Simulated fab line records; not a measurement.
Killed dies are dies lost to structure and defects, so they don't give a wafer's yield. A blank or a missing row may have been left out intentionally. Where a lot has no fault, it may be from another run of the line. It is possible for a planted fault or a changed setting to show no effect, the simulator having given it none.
A single fault, viewed from 3 desks    flow nand harc    each desk holds nothing but its own numbers, with what lay behind them at the end

## AT THE TOOL OWNER'S DESK: rie metal-03
The tool's own readings at NHARC_THIN_TSV_ETCH_36 (etches the open film in Cl2/BCl3, target depth 65 nm, time 18.571 s): means of the sampled wafers that have a number, for each lot that ran on this tool. Any lot whose mean is over 4 standard deviations away from the usual mean is out of limits and marked OUT; that distance is given in the brackets.
Columns: A = drypump motor current A at NHARC_THIN_TSV_ETCH_36, usual 5.9 A; B = oes product au at NHARC_THIN_TSV_ETCH_36, usual 1.004 a.u.
lot   first seen here  A    B
L995  day 25 10:16     6.0  0.989
L996  day 26 08:16     6.0  0.996
L998  day 27 01:04     6.0  0.873 (-8.7) OUT
L109  day 31 03:37     6.0  0.998
L111  day 32 01:09     6.0  0.998
L114  day 34 15:13     6.1  0.996
Finding of this desk: L998 out of limits; the first was L998 at day 27 01:04, on oes product au at NHARC_THIN_TSV_ETCH_36. L995, L996, L109, L111, L114: within limits.

## THE DEFECT DESK
Counts from the inspections along the route, per lot, as means over the sampled wafers that have a number. Any lot whose mean is over 4 standard deviations away from the usual mean is out of limits and marked OUT; that distance is given in the brackets.
Columns: A = raw defect count at NHARC_HYBRID_BOND_INSPECT_06, usual 93
lot   first seen here  A
L993  day 24 07:50     72
L994  day 24 23:55     111
L995  day 24 23:55     125
L996  day 25 23:15     61
L998  day 26 14:23     113
L107  day 29 20:39     33
L106  day 30 15:54     95
L109  day 30 15:55     129
L108  day 31 05:41     65
L110  day 31 14:50     81
L111  day 31 14:50     92
L112  day 32 17:08     28
L114  day 34 06:13     126
This desk's verdict: no lot among the 13 shows anything out of limits.

## METROLOGY DESK
What the gauges read for every lot (on any tool): the sampled wafers with a number, averaged. Any lot whose mean is over 4 standard deviations away from the usual mean is out of limits and marked OUT; that distance is given in the brackets.
Columns: A = cd nm at NHARC_THIN_TSV_CD_MEAS_12, usual 999.0 nm
lot   first seen here  A
L993  day 24 12:55     999.5
L994  day 25 02:36     1001.5
L995  day 25 03:48     1001.0
L996  day 26 01:57     998.9
L998  day 26 18:17     998.2
L107  day 29 23:20     1001.7
L106  day 30 19:47     1002.0
L109  day 30 20:59     997.4
L108  day 31 08:15     998.7
L110  day 31 17:24     1000.1
L111  day 31 18:35     997.7
L112  day 32 19:43     1001.4
L114  day 34 08:55     998.2
This desk's verdict: no lot among the 13 shows anything out of limits.

## ALL TOGETHER
At day 27 01:04, on L998, the tool owner's desk was in a position to raise an alarm.
The defect desk saw nothing out of limits.
Nothing out of limits was seen by the metrology desk.
The defect desk has L998 on record, within its limits.
The metrology desk has L998 on record, within its limits.
Of the lots named, all ran NHARC_THIN_TSV_ETCH_36 on rie metal-03.

## WHAT THE SIMULATOR PUT IN
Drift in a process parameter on rie metal-03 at NHARC_THIN_TSV_ETCH_36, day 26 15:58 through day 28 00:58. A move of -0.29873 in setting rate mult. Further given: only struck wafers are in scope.
Struck lots among those shown: L998.
How many hours passed from the start of the fault until each desk's first out-of-limits reading: the tool owner's desk, 9.
